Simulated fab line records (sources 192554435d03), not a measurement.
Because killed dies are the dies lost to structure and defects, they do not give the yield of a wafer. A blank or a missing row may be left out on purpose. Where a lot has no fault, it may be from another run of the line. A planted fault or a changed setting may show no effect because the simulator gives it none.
fab line records	flow n5_finfet	part 1 of 2: steps 1 to 21 of 27
[record] lots = 5	wafers = 15	last_day = 16
route steps=1938 shown BEOL_M9@1469 BEOL_M10@1470
lots with no fault: from the same line, run without faults
start_h: hours from the record's first day to the start of the lot's first wafer shown	wait_h: hours from the lot's prior step to this one	" same as the row above	L1.1+2: a row that stands for several wafers	- no value, or no start given	* or withheld: withheld	< > ~ a bound
route shown NAME@n: NAME is a module with steps in the file, n the number in the route of the first one	usual: mean/standard deviation taken from wafers without a fault	same: alike in all rows	chamber/n: place in a boat	sites: each site's reading	_std_site: the standard deviation of these	_edge_site: inner sites' mean taken away from outer sites' mean	radius_mm: how far each site lies from the wafer's centre	mask NAME#n: copy n	behind: the tool/chamber that last shaped the wafer	hold: reason for holding the lot/hours on hold/outcome of the hold	device: whichever transistor did not switch (one of n, p or np)	end of line: the route-end tests of the same wafers	where a step has no rows: the recipe by itself	killed: not the wafer's yield, but the dies lost to structure and defects at the first sort	map: per-die view of a wafer (x killed, . not killed, _ where there is no die)
set.NAME: the setting the step ran with; set.NAME@STEP: the setting that earlier step ran with	model.NAME: the simulator's own value behind a step, which no gauge read
lots at selected steps of the route; one table per step, one row per wafer
services: from which hour (start_h, from the record's first day; less than 0 if before it) a tool's chamber was out of use, for how many hours, and why
[[steps]]
[step N5_BEOL_M9_INSPECT_58]
[recipe] inspect_instrument = darkfield	mode = post_dep
[usual] raw_defect_count = 78/31
lot.wafer	tool	chamber	start_h	wait_h	raw_defect_count
L074.2	defect_inspect-02	-	209.22	0.0	76
L074.3	"	-	"	"	84
L074.4	"	-	"	"	171
L077.3	defect_inspect-01	-	229.35	0.0	76
L077.4	"	-	"	"	88
L077.5	"	-	"	"	67
L082.1	defect_inspect-02	-	257.27	0.0	63
L082.4	"	-	"	"	57
L082.5	"	-	"	"	76
L088.4	defect_inspect-01	-	288.31	0.0	78
L088.5	"	-	"	"	47
L088.6	"	-	"	"	50
L091.1	defect_inspect-01	-	315.76	0.0	68
L091.2	"	-	"	"	59
L091.5	"	-	"	"	50
[step N5_BEOL_M10_ILD_DEP_00]
[recipe] material = SiCOH_lowk	target_thk_a = 3085.1	temp_c = 300	precursor = DEMS/porogen	pressure_torr = 5	rf_w = 500	time_s = 58
[usual] heater_power_w = 312/37	showerhead_plenum_p_Torr = 5.745/0.017	throttle_valve_pct = 13.6/0.49
lot.wafer	tool	chamber	start_h	wait_h	heater_power_w	showerhead_plenum_p_Torr	throttle_valve_pct
L074.2	pecvd-03	1	209.25	0.0	324	5.731	13.9
L074.3	"	0	"	"	264	5.771	13.5
L074.4	"	1	"	"	334	5.756	13.8
L077.3	pecvd-03	0	229.39	0.0	306	5.755	13.3
L077.4	"	0	"	"	236	5.771	13.5
L077.5	"	2	"	"	293	5.731	13.7
L082.1	pecvd-02	0	257.31	0.0	374	5.782	13.9
L082.4	"	0	"	"	382	5.753	14.1
L082.5	"	1	"	"	294	5.730	13.3
L088.4	pecvd-02	0	288.38	0.1	339	5.775	14.1
L088.5	"	1	"	"	329	5.744	13.4
L088.6	"	2	"	"	372	5.722	12.7
L091.1	pecvd-03	0	315.80	0.0	278	5.762	13.6
L091.2	"	1	"	"	308	5.754	13.7
L091.5	"	0	"	"	292	5.764	13.6
[step N5_BEOL_M10_CURE_71]
[recipe] temp_c = 385	time_s = 240	ambient = He/Ar	material = SiCOH_lowk
[usual] lamp_power_pct = 52.32/0.052	wafer_temp_C_max = 387.2/0.71
lot.wafer	tool	chamber	start_h	wait_h	lamp_power_pct	wafer_temp_C_max
L074.2	uv_cure-02	0	209.41	0.1	52.31	386.5
L074.3	"	0	"	"	52.30	387.2
L074.4	"	0	"	"	52.27	387.3
L077.3	uv_cure-01	1	229.79	0.4	52.33	386.8
L077.4	"	1	"	"	52.35	386.4
L077.5	"	1	"	"	52.31	386.6
L082.1	uv_cure-03	0	257.40	0.1	52.31	387.1
L082.4	"	0	"	"	52.33	386.7
L082.5	"	0	"	"	52.32	387.1
L088.4	uv_cure-01	2	288.67	0.3	52.24	387.4
L088.5	"	2	"	"	52.25	387.9
L088.6	"	2	"	"	52.26	389.6
L091.1	uv_cure-01	2	315.88	0.0	52.25	388.1
L091.2	"	2	"	"	52.28	388.0
L091.5	"	2	"	"	52.34	387.4
[step N5_BEOL_M10_THK_MEAS_01]
[recipe] reads = SiCOH_lowk_of_BEOL_M10_ILD_DEP_00
[usual] M10_ILD_THK = 268/3.1
lot.wafer	tool	chamber	start_h	wait_h	M10_ILD_THK[nm]
L074.2	film_metro-02	-	209.85	0.4	268
L074.3	"	-	"	"	263
L074.4	"	-	"	"	267
L077.3	film_metro-02	-	230.46	0.5	268
L077.4	"	-	"	"	269
L077.5	"	-	"	"	272
L082.1	film_metro-02	-	257.91	0.4	265
L082.4	"	-	"	"	266
L082.5	"	-	"	"	266
L088.4	film_metro-01	-	288.94	0.2	269
L088.5	"	-	"	"	272
L088.6	"	-	"	"	269
L091.1	film_metro-01	-	316.39	0.4	263
L091.2	"	-	"	"	263
L091.5	"	-	"	"	269
[step N5_BEOL_M10_PECVD_70]
[recipe] material = SiO2	target_thk_a = 200	temp_c = 400	precursor = TEOS/O2	pressure_torr = 5.5	rf_w = 450	teos_flow_sccm = 53.8	gas = O2	flow_sccm = 3000	time_s = 22.7
[usual] heater_power_w = 714/59	showerhead_plenum_p_Torr = 8.81/0.064	throttle_valve_pct = 22.1/0.89
lot.wafer	tool	chamber	start_h	wait_h	heater_power_w	showerhead_plenum_p_Torr	throttle_valve_pct
L074.2	pecvd-03	2	209.88	0.0	697	8.71	22.0
L074.3	"	1	"	"	640	8.79	22.4
L074.4	"	1	"	"	632	8.80	22.5
L077.3	pecvd-02	2	230.50	0.0	842	8.78	20.8
L077.4	"	0	"	"	739	8.89	22.6
L077.5	"	1	"	"	715	8.75	21.5
L082.1	pecvd-01	0	257.95	0.0	735	8.76	23.6
L082.4	"	1	"	"	705	8.85	22.3
L082.5	"	0	"	"	718	8.75	23.6
L088.4	pecvd-03	1	289.00	0.1	771	8.81	22.1
L088.5	"	1	"	"	786	8.81	22.4
L088.6	"	2	"	"	644	8.73	22.4
L091.1	pecvd-01	2	316.43	0.0	772	8.90	20.8
L091.2	"	1	"	"	714	8.83	22.1
L091.5	"	1	"	"	720	8.83	22.1
[step N5_BEOL_M10_HM_DEP_02]
[recipe] material = TiN	target_thk_a = 200	temp_c = 25	chamber_pressure_pa = 0.49996
[usual] throttle_valve_pct = 29.4/0.94
lot.wafer	tool	chamber	start_h	wait_h	throttle_valve_pct
L074.2	pvd_sputter-01	-	210.33	0.4	29.3
L074.3	"	-	"	"	28.0
L074.4	"	-	"	"	31.5
L077.3	pvd_sputter-01	-	231.47	1.0	29.3
L077.4	"	-	"	"	28.9
L077.5	"	-	"	"	28.5
L082.1	pvd_sputter-03	-	258.71	0.7	29.8
L082.4	"	-	"	"	29.2
L082.5	"	-	"	"	29.3
L088.4	pvd_sputter-03	-	290.36	1.3	29.3
L088.5	"	-	"	"	30.2
L088.6	"	-	"	"	29.1
L091.1	pvd_sputter-02	-	317.42	1.0	29.8
L091.2	"	-	"	"	29.5
L091.5	"	-	"	"	28.9
[step N5_BEOL_M10_COAT_59]
[recipe] resist = SOC	temp_c = 250	time_s = 60	spin_rpm = 1500	resist_thk_nm = 100
[usual] chill_plate_temp_C = 22.99/0.11	plate_temp_C = 249.97/0.17
lot.wafer	tool	chamber	start_h	wait_h	chill_plate_temp_C	plate_temp_C
L074.2	litho_track-01	0	210.46	0.1	22.91	249.89
L074.3	"	0	"	"	22.95	250.06
L074.4	"	0	"	"	22.90	250.06
L077.3	litho_track-05	0	231.60	0.1	23.12	250.10
L077.4	"	0	"	"	23.09	250.02
L077.5	"	0	"	"	22.89	249.88
L082.1	litho_track-01	0	258.83	0.1	23.12	249.91
L082.4	"	0	"	"	23.02	249.78
L082.5	"	0	"	"	22.91	250.08
L088.4	litho_track-01	0	290.49	0.1	22.86	249.73
L088.5	"	0	"	"	22.88	249.70
L088.6	"	0	"	"	22.90	249.83
L091.1	litho_track-02	0	317.54	0.1	22.98	249.80
L091.2	"	0	"	"	22.75	249.96
L091.5	"	0	"	"	22.86	249.59
[step N5_BEOL_M10_COAT_60]
[recipe] resist = SiARC	temp_c = 220	time_s = 60	spin_rpm = 1500	resist_thk_nm = 30
[usual] chill_plate_temp_C = 23.01/0.1	plate_temp_C = 220.02/0.18
lot.wafer	tool	chamber	start_h	wait_h	chill_plate_temp_C	plate_temp_C
L074.2	litho_track-01	0	-	-	23.12	220.10
L074.3	"	0	"	"	23.10	220.04
L074.4	"	0	"	"	23.15	219.75
L077.3	litho_track-05	0	-	-	23.17	219.88
L077.4	"	0	"	"	23.06	220.18
L077.5	"	0	"	"	23.19	219.87
L082.1	litho_track-01	0	-	-	23.02	220.14
L082.4	"	0	"	"	23.11	220.03
L082.5	"	0	"	"	23.07	220.07
L088.4	litho_track-01	0	-	-	22.91	220.13
L088.5	"	0	"	"	22.89	220.08
L088.6	"	0	"	"	22.91	220.03
L091.1	litho_track-02	0	-	-	22.91	219.91
L091.2	"	0	"	"	23.06	219.74
L091.5	"	0	"	"	22.96	219.81
[step N5_BEOL_M10_COAT_05]
[recipe] resist = CAR-ArF	spin_rpm = 1500	resist_thk_nm = 90
[usual] chill_plate_temp_C = 23.00/0.099
lot.wafer	tool	chamber	start_h	wait_h	chill_plate_temp_C
L074.2	litho_track-01	0	-	-	22.89
L074.3	"	0	"	"	22.98
L074.4	"	0	"	"	22.99
L077.3	litho_track-05	0	-	-	22.89
L077.4	"	0	"	"	23.01
L077.5	"	0	"	"	22.94
L082.1	litho_track-01	0	-	-	23.03
L082.4	"	0	"	"	23.01
L082.5	"	0	"	"	23.05
L088.4	litho_track-01	0	-	-	22.95
L088.5	"	0	"	"	22.94
L088.6	"	0	"	"	22.92
L091.1	litho_track-02	0	-	-	22.90
L091.2	"	0	"	"	23.13
L091.5	"	0	"	"	22.91
[step N5_BEOL_M10_EBR_07]
[recipe] solvent = PGMEA	ebr_width_mm = 1.5
[usual] chill_plate_temp_C = 23.00/0.095
lot.wafer	tool	chamber	start_h	wait_h	chill_plate_temp_C
L074.2	litho_track-01	0	-	-	22.94
L074.3	"	0	"	"	22.98
L074.4	"	0	"	"	23.13
L077.3	litho_track-05	0	-	-	23.11
L077.4	"	0	"	"	23.02
L077.5	"	0	"	"	23.03
L082.1	litho_track-01	0	-	-	23.09
L082.4	"	0	"	"	23.00
L082.5	"	0	"	"	23.13
L088.4	litho_track-01	0	-	-	23.02
L088.5	"	0	"	"	22.80
L088.6	"	0	"	"	22.83
L091.1	litho_track-02	0	-	-	23.03
L091.2	"	0	"	"	22.90
L091.5	"	0	"	"	22.91
[step N5_BEOL_M10_SOFTBAKE_06]
[recipe] temp_c = 110	time_s = 60	resist = CAR-ArF
[usual] chill_plate_temp_C = 22.99/0.11	plate_temp_C = 110.00/0.13
lot.wafer	tool	chamber	start_h	wait_h	chill_plate_temp_C	plate_temp_C
L074.2	litho_track-01	0	-	-	22.98	110.15
L074.3	"	0	"	"	23.06	110.09
L074.4	"	0	"	"	22.90	110.04
L077.3	litho_track-05	0	-	-	23.24	109.96
L077.4	"	0	"	"	23.21	109.77
L077.5	"	0	"	"	23.01	109.94
L082.1	litho_track-01	0	-	-	23.08	110.02
L082.4	"	0	"	"	23.12	109.81
L082.5	"	0	"	"	22.92	110.02
L088.4	litho_track-01	0	-	-	22.99	109.84
L088.5	"	0	"	"	23.00	109.79
L088.6	"	0	"	"	22.96	109.93
L091.1	litho_track-02	0	-	-	23.07	109.91
L091.2	"	0	"	"	22.99	109.78
L091.5	"	0	"	"	22.96	109.95
[step N5_BEOL_M10_EXPOSE_08]
[recipe] mask_id = M10	na = 1.35	source_shape = dipole	sigma_inner = 0.411	sigma_outer = 0.611	polarization = te	dose_mj = 53.75
[usual] stage_vel_mm_s = 500.01/0.29
lot.wafer	tool	chamber	start_h	wait_h	mask	stage_vel_mm_s
L074.2	arfi_scanner-03	0	210.71	-	M10#0	500.29
L074.3	"	0	"	"	M10#0	499.94
L074.4	"	0	"	"	M10#0	499.77
L077.3	arfi_scanner-01	0	231.85	-	M10#0	499.45
L077.4	"	0	"	"	M10#0	499.58
L077.5	"	0	"	"	M10#0	499.79
L082.1	arfi_scanner-02	0	259.08	-	M10#0	500.00
L082.4	"	0	"	"	M10#0	499.70
L082.5	"	0	"	"	M10#0	499.97
L088.4	arfi_scanner-02	0	290.75	-	M10#0	500.16
L088.5	"	0	"	"	M10#0	500.25
L088.6	"	0	"	"	M10#0	500.25
L091.1	arfi_scanner-01	0	317.79	-	M10#0	499.96
L091.2	"	0	"	"	M10#0	499.86
L091.5	"	0	"	"	M10#0	499.51
[step N5_BEOL_M10_PEB_09]
[recipe] peb_temp_c = withheld	peb_time_s = 60	resist = CAR-ArF
[usual] chill_plate_temp_C = 23.01/0.1
lot.wafer	tool	chamber	start_h	wait_h	chill_plate_temp_C
L074.2	litho_track-02	0	210.76	0.0	23.02
L074.3	"	0	"	"	23.00
L074.4	"	0	"	"	23.04
L077.3	litho_track-02	0	231.90	0.0	22.87
L077.4	"	0	"	"	22.90
L077.5	"	0	"	"	23.09
L082.1	litho_track-05	0	259.14	0.1	23.10
L082.4	"	0	"	"	23.23
L082.5	"	0	"	"	23.22
L088.4	litho_track-02	0	290.79	0.0	22.93
L088.5	"	0	"	"	23.02
L088.6	"	0	"	"	22.89
L091.1	litho_track-01	0	317.85	0.1	23.22
L091.2	"	0	"	"	23.19
L091.5	"	0	"	"	22.99
[step N5_BEOL_M10_DEVELOP_10]
[recipe] develop_time_s = 30	developer = TMAH	resist = CAR-ArF	rinse_liquid = diw	dry = air_spin	dev_temp_c = 23
[usual] chill_plate_temp_C = 23.00/0.1
lot.wafer	tool	chamber	start_h	wait_h	chill_plate_temp_C
L074.2	litho_track-02	0	-	-	23.08
L074.3	"	0	"	"	23.21
L074.4	"	0	"	"	23.06
L077.3	litho_track-02	0	-	-	23.19
L077.4	"	0	"	"	22.90
L077.5	"	0	"	"	23.11
L082.1	litho_track-05	0	-	-	23.06
L082.4	"	0	"	"	23.17
L082.5	"	0	"	"	23.25
L088.4	litho_track-02	0	-	-	22.90
L088.5	"	0	"	"	22.99
L088.6	"	0	"	"	23.14
L091.1	litho_track-01	0	-	-	23.11
L091.2	"	0	"	"	23.16
L091.5	"	0	"	"	22.98
[step N5_BEOL_M10_CD_MEAS_11]
[recipe] target_cd_nm = 64.1	landing_energy_ev = 500	detector = se_inlens	polarity = opening
[usual] cd_nm = 64.0/0.52
lot.wafer	tool	chamber	start_h	wait_h	cd_nm
L074.2	cd_sem-03	0	210.83	-	65.5
L074.3	"	0	"	"	64.8
L074.4	"	0	"	"	65.0
L077.3	cd_sem-03	0	231.97	-	64.5
L077.4	"	0	"	"	64.0
L077.5	"	0	"	"	64.4
L082.1	cd_sem-01	0	259.20	-	64.5
L082.4	"	0	"	"	64.6
L082.5	"	0	"	"	64.2
L088.4	cd_sem-01	0	290.86	-	63.8
L088.5	"	0	"	"	63.8
L088.6	"	0	"	"	63.8
L091.1	cd_sem-01	0	317.91	-	63.0
L091.2	"	0	"	"	64.1
L091.5	"	0	"	"	63.3
[step N5_BEOL_M10_OVL_MEAS_12]
[recipe] points_per_wafer = 44
[usual] M10_OVL = 0.7/0.89
lot.wafer	tool	chamber	start_h	wait_h	M10_OVL[nm]
L074.2	overlay-02	0	210.86	0.0	0.8
L074.3	"	0	"	"	0.3
L074.4	"	0	"	"	0.3
L077.3	overlay-02	0	232.00	0.0	0.9
L077.4	"	0	"	"	0.8
L077.5	"	0	"	"	1.6
L082.1	overlay-01	0	259.23	0.0	0.1
L082.4	"	0	"	"	1.0
L082.5	"	0	"	"	2.2
L088.4	overlay-02	0	290.89	0.0	0.8
L088.5	"	0	"	"	1.3
L088.6	"	0	"	"	1.1
L091.1	overlay-02	0	317.94	0.0	1.3
L091.2	"	0	"	"	1.1
L091.5	"	0	"	"	0.4
[step N5_BEOL_M10_INSPECT_13]
[recipe] mode = adi	inspect_instrument = brightfield
[usual] raw_defect_count = 436/97
lot.wafer	tool	chamber	start_h	wait_h	raw_defect_count
L074.2	defect_inspect-01	-	210.88	0.0	485
L074.3	"	-	"	"	445
L074.4	"	-	"	"	596
L077.3	defect_inspect-01	-	232.02	0.0	351
L077.4	"	-	"	"	499
L077.5	"	-	"	"	334
L082.1	defect_inspect-01	-	259.26	0.0	405
L082.4	"	-	"	"	355
L082.5	"	-	"	"	357
L088.4	defect_inspect-01	-	290.91	0.0	297
L088.5	"	-	"	"	394
L088.6	"	-	"	"	358
L091.1	defect_inspect-02	-	317.97	0.0	364
L091.2	"	-	"	"	409
L091.5	"	-	"	"	384
[step N5_BEOL_M10_DESCUM_16]
[recipe] chemistry = O2	time_s = 7.9	source_power_w = 50	bias_power_w = 20	pressure_mtorr = 20	rf_frequency_hz = 2.712e+07	temp_c = 40	resist = CAR-ArF	o2_flow_sccm = 225
[usual] drypump_motor_current_A = 5.5/0.43	oes_product_au = 0.81/0.076	rf_vpp_V = 243.2/1.2	showerhead_plenum_p_Torr = 2.10/0.063	throttle_valve_pct = 20.58/0.25
lot.wafer	tool	chamber	start_h	wait_h	drypump_motor_current_A	oes_product_au	rf_hours_counter_h	rf_vpp_V	showerhead_plenum_p_Torr	throttle_valve_pct
L074.2	rie_diel-04	0	211.00	0.1	5.5	0.89	44	243.4	2.13	20.52
L074.3	"	2	"	"	5.6	0.90	30	244.6	2.14	20.69
L074.4	"	3	"	"	5.4	0.80	99	242.7	2.12	20.61
L077.3	rie_diel-01	1	232.06	0.0	6.1	0.76	135	242.0	2.01	20.71
L077.4	"	0	"	"	5.9	0.93	29	243.0	2.14	20.25
L077.5	"	0	"	"	5.9	0.94	-	243.4	2.14	20.24
L082.1	rie_diel-04	3	259.36	0.1	5.4	0.78	119	243.4	2.11	20.63
L082.4	"	0	"	"	5.5	0.86	65	244.8	2.12	20.57
L082.5	"	0	"	"	5.5	0.87	-	245.1	2.12	20.56
L088.4	rie_diel-01	0	290.96	0.0	5.9	0.89	-	244.1	2.13	20.27
L088.5	"	1	"	"	6.1	0.73	-	242.2	2.00	20.73
L088.6	"	3	"	"	6.2	0.78	-	243.7	2.20	20.93
L091.1	rie_diel-01	1	318.00	0.0	6.1	0.72	172	240.9	2.00	20.75
L091.2	"	3	"	"	6.2	0.76	149	243.3	2.19	20.95
L091.5	"	1	"	"	6.1	0.73	-	241.1	2.00	20.76
[step N5_BEOL_M10_ETCH_61]
[recipe] chemistry = CF4	target = SiARC	target_depth_a = 390	mask_material = CAR-ArF	time_s = 65	ion_energy_ev = 80	pressure_mtorr = 40	source_w = 545	bias_w = 36	Ar_flow_sccm = 100	cf4_flow_sccm = 100	ends = cleared
[usual] cf4_flow_sccm = 100.0/0.31	drypump_motor_current_A = 5.5/0.44	etch_rf_on_time_s = 64.4/0.89	oes_product_au = 0.69/0.063	rf_vpp_V = 184.0/1.2	showerhead_plenum_p_Torr = 2.14/0.056	throttle_valve_pct = 15.73/0.23
lot.wafer	tool	chamber	start_h	wait_h	cf4_flow_sccm	drypump_motor_current_A	etch_rf_on_time_s	oes_product_au	rf_hours_counter_h	rf_vpp_V	showerhead_plenum_p_Torr	throttle_valve_pct
L074.2	rie_diel-04	0	211.03	0.0	99.6	5.5	63.8	0.75	44	185.6	2.18	15.70
L074.3	"	2	"	"	99.7	5.7	64.0	0.76	30	184.8	2.18	15.75
L074.4	"	3	"	"	99.7	5.4	63.8	0.68	99	184.3	2.16	15.70
L077.3	rie_diel-01	1	232.09	0.0	100.2	6.1	65.2	0.64	135	184.0	2.07	15.91
L077.4	"	0	"	"	100.4	6.0	64.8	0.79	29	183.9	2.19	15.43
L077.5	"	0	"	"	100.0	5.9	64.5	0.79	-	182.9	2.19	15.42
L082.1	rie_diel-04	3	259.40	0.0	100.2	5.4	64.9	0.67	119	182.4	2.15	15.71
L082.4	"	0	"	"	99.8	5.5	63.2	0.73	65	183.6	2.17	15.74
L082.5	"	0	"	"	99.8	5.5	63.6	0.73	-	186.4	2.17	15.74
L088.4	rie_diel-01	0	291.00	0.0	100.0	5.9	63.6	0.76	-	185.0	2.18	15.47
L088.5	"	1	"	"	100.5	6.1	63.8	0.64	-	182.4	2.06	15.97
L088.6	"	3	"	"	100.5	6.2	63.6	0.67	-	184.4	2.22	15.99
L091.1	rie_diel-01	1	318.04	0.0	100.7	6.1	64.5	0.62	172	182.4	2.06	15.98
L091.2	"	3	"	"	99.8	6.2	63.6	0.66	149	185.3	2.22	16.01
L091.5	"	1	"	"	100.6	6.1	64.4	0.62	-	182.7	2.05	16.00
[step N5_BEOL_M10_ETCH_62]
[recipe] chemistry = N2/H2	target = SOC	target_depth_a = 1100	overetch_a = 220	mask_material = SiARC	temp_c = 40	time_s = 165	ion_energy_ev = 200	pressure_mtorr = 30	source_w = 840	bias_w = 150	n2_flow_sccm = 200	h2_flow_sccm = 200
[usual] drypump_motor_current_A = 5.5/0.43	h2_flow_sccm = 200.0/0.63	oes_product_au = 0.68/0.06	rf_vpp_V = 524.1/2.2	showerhead_plenum_p_Torr = 2.54/0.076	throttle_valve_pct = 17.94/0.29
lot.wafer	tool	chamber	start_h	wait_h	drypump_motor_current_A	h2_flow_sccm	oes_product_au	rf_hours_counter_h	rf_vpp_V	showerhead_plenum_p_Torr	throttle_valve_pct
L074.2	rie_diel-04	0	211.08	0.0	5.5	201.0	0.75	44	525.5	2.59	17.92
L074.3	"	2	"	"	5.7	200.4	0.75	30	524.2	2.60	18.18
L074.4	"	3	"	"	5.4	200.1	0.68	99	523.2	2.57	17.94
L077.3	rie_diel-01	1	232.14	0.0	6.1	199.9	0.64	136	521.6	2.44	18.06
L077.4	"	0	"	"	5.9	200.8	0.78	29	525.6	2.59	17.59
L077.5	"	0	"	"	6.0	200.4	0.79	-	525.8	2.60	17.59
L082.1	rie_diel-04	3	259.45	0.0	5.4	199.0	0.67	119	524.1	2.56	17.98
L082.4	"	0	"	"	5.5	199.5	0.73	65	524.8	2.58	17.95
L082.5	"	0	"	"	5.5	199.7	0.72	-	526.5	2.58	17.97
L088.4	rie_diel-01	0	291.10	0.1	5.9	200.0	0.74	-	524.8	2.58	17.63
L088.5	"	1	"	"	6.1	200.9	0.62	-	520.3	2.43	18.09
L088.6	"	3	"	"	6.2	199.8	0.65	-	527.5	2.66	18.34
L091.1	rie_diel-01	1	318.09	0.0	6.1	200.7	0.61	172	520.1	2.43	18.12
L091.2	"	3	"	"	6.2	200.8	0.64	149	524.9	2.65	18.36
L091.5	"	1	"	"	6.1	200.2	0.61	-	521.7	2.43	18.11
[step N5_BEOL_M10_STRIP_68]
[recipe] chemistry = N2/H2	temp_c = 40	n2_flow_sccm = 200	h2_flow_sccm = 200	rf_frequency_hz = 6e+07
lot.wafer	tool	chamber	start_h	wait_h
L074.2+3+4	rie_diel-04	0,2,3	211.22	0.1
L077.3+4+5	rie_diel-01	1,0,0	232.28	0.1
L082.1+4+5	rie_diel-04	3,0,0	259.58	0.1
L088.4+5+6	rie_diel-01	0,1,3	291.17	0.0
L091.1+2+5	rie_diel-01	1,3,1	318.22	0.1
